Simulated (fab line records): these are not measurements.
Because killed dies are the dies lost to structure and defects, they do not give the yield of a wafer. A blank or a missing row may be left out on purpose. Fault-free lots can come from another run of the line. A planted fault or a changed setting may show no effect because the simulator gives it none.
Matching of chambers :: flow nandHarc :: NHARC_A_STAIRCASE_ALD_420 on aldHk-03 has 4 sister chambers
The step deposits SiO2, target thk 20 nm, pulse time 6 s, ald cycles 200. 22 wafers are shown with their chamber, then 11 later ones without.

## WAFERS PAIRED WITH THEIR CHAMBERS
wafer: L075.1
chamber: 2
heaterPowerW (W): 534
precursorPulseHeightRel: 1.014

wafer: L075.2
chamber: 3
heaterPowerW (W): 372
precursorPulseHeightRel: 0.988

wafer: L075.6
chamber: 2
heaterPowerW (W): 522
precursorPulseHeightRel: 1.012

wafer: L076.2
chamber: 3
heaterPowerW (W): 358
precursorPulseHeightRel: 0.984

wafer: L076.3
chamber: 1
heaterPowerW (W): 438
precursorPulseHeightRel: 1.012

wafer: L076.6
chamber: 2
heaterPowerW (W): 526
precursorPulseHeightRel: 1.001

wafer: L076.1
chamber: 0
heaterPowerW (W): 448
precursorPulseHeightRel: 1.008

wafer: L076.4
chamber: 2
heaterPowerW (W): 530
precursorPulseHeightRel: 0.987

wafer: L076.5
chamber: 1
heaterPowerW (W): 432
precursorPulseHeightRel: 1.026

wafer: L078.1
chamber: 1
heaterPowerW (W): 420
precursorPulseHeightRel: 1.039

wafer: L078.2
chamber: 2
heaterPowerW (W): 549
precursorPulseHeightRel: 1.000

wafer: L078.5
chamber: 0
heaterPowerW (W): 446
precursorPulseHeightRel: 1.004

wafer: L079.3
chamber: 1
heaterPowerW (W): 435
precursorPulseHeightRel: 0.993

wafer: L079.5
chamber: 2
heaterPowerW (W): 530
precursorPulseHeightRel: 0.977

wafer: L079.6
chamber: 1
heaterPowerW (W): 426
precursorPulseHeightRel: 0.988

wafer: L081.1
chamber: 3
heaterPowerW (W): 359
precursorPulseHeightRel: 1.011

wafer: L081.2
chamber: 1
heaterPowerW (W): 437
precursorPulseHeightRel: 1.001

wafer: L081.5
chamber: 0
heaterPowerW (W): 444
precursorPulseHeightRel: 1.015

wafer: L088.2
chamber: 0
heaterPowerW (W): 444
precursorPulseHeightRel: 0.983

wafer: L088.4
chamber: 3
heaterPowerW (W): 377
precursorPulseHeightRel: 0.967

wafer: L088.6
chamber: 1
heaterPowerW (W): 458
precursorPulseHeightRel: 1.000

wafer: L091.1
chamber: 3
heaterPowerW (W): 382
precursorPulseHeightRel: 1.000

SIGNATURES (averages over the wafers above)
reading: heaterPowerW
chamber 0: 445.50
chamber 1: 435.14
chamber 2: 531.83
chamber 3: 369.60
scatter within a chamber: 9.9

reading: precursorPulseHeightRel
chamber 0: 1.00250
chamber 1: 1.00843
chamber 2: 0.99850
chamber 3: 0.99000
scatter within a chamber: 0.0162
Rule: for a wafer and a chamber, the distance is found by dividing, reading by reading, the gap between the wafer's reading and the chamber's mean by the reading's scatter, squaring, summing and taking the root. The wafer belongs to the nearest chamber; if the next one is less than 2 further off, it can't be placed. The scatter is the square root of a quotient: the sum, over the shown wafers, of each reading's squared deviation from its chamber's mean, divided by wafers minus chambers.

## WAFERS WHOSE CHAMBER IS MISSING
wafer: L091.3
heaterPowerW (W): 497
precursorPulseHeightRel: 1.023

wafer: L091.6
heaterPowerW (W): 446
precursorPulseHeightRel: 1.009

wafer: L092.1
heaterPowerW (W): 494
precursorPulseHeightRel: 0.981

wafer: L092.3
heaterPowerW (W): 448
precursorPulseHeightRel: 1.002

wafer: L092.5
heaterPowerW (W): 504
precursorPulseHeightRel: 0.982

wafer: L094.3
heaterPowerW (W): 501
precursorPulseHeightRel: 1.025

wafer: L094.4
heaterPowerW (W): 372
precursorPulseHeightRel: 1.028

wafer: L094.6
heaterPowerW (W): 380
precursorPulseHeightRel: 1.023

wafer: L097.1
heaterPowerW (W): 380
precursorPulseHeightRel: 0.987

wafer: L097.2
heaterPowerW (W): 456
precursorPulseHeightRel: 0.997

wafer: L097.6
heaterPowerW (W): 443
precursorPulseHeightRel: 1.012

## THE CHAMBER EACH PASSED THROUGH
wafer: L091.3
from the rows above: can't be placed: 2 or 0
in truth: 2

wafer: L091.6
from the rows above: can't be placed: 0 or 1
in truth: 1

wafer: L092.1
from the rows above: can't be placed: 2 or 0
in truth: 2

wafer: L092.3
from the rows above: can't be placed: 0 or 1
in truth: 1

wafer: L092.5
from the rows above: 2
in truth: 2

wafer: L094.3
from the rows above: 2
in truth: 2

wafer: L094.4
from the rows above: 3
in truth: 3

wafer: L094.6
from the rows above: 3
in truth: 3

wafer: L097.1
from the rows above: 3
in truth: 3

wafer: L097.2
from the rows above: can't be placed: 0 or 1
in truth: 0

wafer: L097.6
from the rows above: can't be placed: 0 or 1
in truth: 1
Correctly placed: 5 of 11. Cannot be placed on the basis of these rows: 6; the candidates contain the true chamber in 6. Placed wrongly: 0.
